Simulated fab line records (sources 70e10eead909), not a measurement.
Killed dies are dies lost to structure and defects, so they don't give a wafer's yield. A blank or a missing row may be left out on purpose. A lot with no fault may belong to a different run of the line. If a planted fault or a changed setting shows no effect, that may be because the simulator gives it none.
Matching of chambers | flow nandHarc | NHARC_A_STAIRCASE_DESCUM_443 on rieDiel-06: 4 sister chambers
The step chemistry O2, time 3 s. 8 wafers are shown with their chamber, then 12 later ones without.

EACH WAFER AND ITS CHAMBER
wafer  | chamber | showerheadPlenumPTorr (Torr) | drypumpMotorCurrentA (A)
L086.2 | 3       | 2.00                         | 5.74
L086.4 | 0       | 1.77                         | 5.43
L089.2 | 2       | 1.82                         | 6.05
L089.3 | 3       | 1.99                         | 5.75
L089.6 | 1       | 1.90                         | 6.08
L091.2 | 0       | 1.77                         | 5.43
L091.3 | 1       | 1.90                         | 6.07
L091.4 | 2       | 1.82                         | 6.05

WAFERS WITHOUT THEIR CHAMBER
wafer  | showerheadPlenumPTorr (Torr) | drypumpMotorCurrentA (A)
L093.1 | 1.82                         | 6.05
L093.5 | 1.76                         | 5.41
L093.6 | 1.99                         | 5.77
L095.2 | 1.82                         | 6.04
L095.3 | 1.90                         | 6.06
L095.6 | 1.82                         | 6.04
L097.2 | 1.90                         | 6.12
L097.3 | 1.82                         | 6.07
L097.5 | 2.07                         | 5.39
L097.1 | 2.07                         | 5.39
L097.4 | 1.82                         | 6.03
L097.6 | 1.90                         | 6.11

THE CHAMBER EACH PASSED THROUGH
wafer  | from the rows above | in truth
L093.1 | 2                   | 2
L093.5 | 0                   | 0
L093.6 | 3                   | 3
L095.2 | 2                   | 2
L095.3 | 1                   | 1
L095.6 | 2                   | 2
L097.2 | 1                   | 1
L097.3 | 2                   | 2
L097.5 | 3                   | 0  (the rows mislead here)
L097.1 | 3                   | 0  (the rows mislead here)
L097.4 | 2                   | 2
L097.6 | 1                   | 1
Placed correctly: 10 of 12. Left unplaced by these rows: 0. Placed wrongly: 2.
How it was worked out, from the rows above alone: a wafer's distance from a chamber is the root of the sum, over the readings, of the square of ((its reading less the chamber's mean) divided by the reading's scatter). If the next closest chamber is less than 2 further off than the closest, the wafer can't be placed; otherwise it belongs to the closest. The mean given for a chamber averages the wafers shown for that chamber. The scatter: take each reading less its chamber's mean, square it, sum over the shown wafers, divide by the number of wafers less the number of chambers, and take the root.
